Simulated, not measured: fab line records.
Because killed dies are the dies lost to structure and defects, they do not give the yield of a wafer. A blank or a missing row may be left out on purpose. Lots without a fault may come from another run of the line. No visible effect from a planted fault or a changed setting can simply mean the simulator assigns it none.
Chamber matching :: flow n5-finfet :: cvd-co-01 running N5_BEOL_M3_PRE_CLEAN_60: 3 sister chambers
The step time 15 s. 16 wafers are shown with their chamber, then 8 later ones without.

## EACH WAFER AND ITS CHAMBER
wafer: L872.1
chamber: 0
heater-power-w (W): 129

wafer: L872.4
chamber: 0
heater-power-w (W): 130

wafer: L872.6
chamber: 1
heater-power-w (W): 127

wafer: L873.1
chamber: 2
heater-power-w (W): 55

wafer: L873.3
chamber: 0
heater-power-w (W): 130

wafer: L873.6
chamber: 0
heater-power-w (W): 133

wafer: L878.1
chamber: 2
heater-power-w (W): 54

wafer: L878.2
chamber: 1
heater-power-w (W): 124

wafer: L878.4
chamber: 0
heater-power-w (W): 130

wafer: L879.1
chamber: 0
heater-power-w (W): 132

wafer: L879.3
chamber: 1
heater-power-w (W): 128

wafer: L879.6
chamber: 2
heater-power-w (W): 54

wafer: L884.1
chamber: 1
heater-power-w (W): 126

wafer: L884.5
chamber: 2
heater-power-w (W): 54

wafer: L884.6
chamber: 1
heater-power-w (W): 122

wafer: L886.2
chamber: 2
heater-power-w (W): 54

SIGNATURES, as means of the wafers listed above
reading: heater-power-w
chamber 0: 130.67
chamber 1: 125.40
chamber 2: 54.20
scatter within a chamber: 1.65
Rule: a wafer lies at a distance from a chamber equal to the root of the sum of squares, over the readings, of (its reading less the chamber's mean, divided by the reading's scatter). If the next closest chamber is less than 2 further off than the closest, the wafer can't be placed; otherwise it belongs to the closest. The scatter is the square root of a quotient: the sum, over the shown wafers, of each reading's squared deviation from its chamber's mean, divided by wafers minus chambers.

## WAFERS MISSING THEIR CHAMBER
wafer: L886.3
heater-power-w (W): 125

wafer: L886.4
heater-power-w (W): 55

wafer: L889.2
heater-power-w (W): 124

wafer: L889.5
heater-power-w (W): 127

wafer: L889.6
heater-power-w (W): 126

wafer: L888.2
heater-power-w (W): 55

wafer: L888.4
heater-power-w (W): 133

wafer: L888.6
heater-power-w (W): 55

## WHICH CHAMBER EACH ONE RAN IN
wafer: L886.3
from the rows above: 1
in truth: 1

wafer: L886.4
from the rows above: 2
in truth: 2

wafer: L889.2
from the rows above: 1
in truth: 1

wafer: L889.5
from the rows above: can't be placed: 1 or 0
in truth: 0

wafer: L889.6
from the rows above: 1
in truth: 1

wafer: L888.2
from the rows above: 2
in truth: 2

wafer: L888.4
from the rows above: 0
in truth: 0

wafer: L888.6
from the rows above: 2
in truth: 2
Correctly placed: 7 of 8. Not placeable from these rows: 1 (in 1, the candidates include the true chamber). 0 placed wrongly.
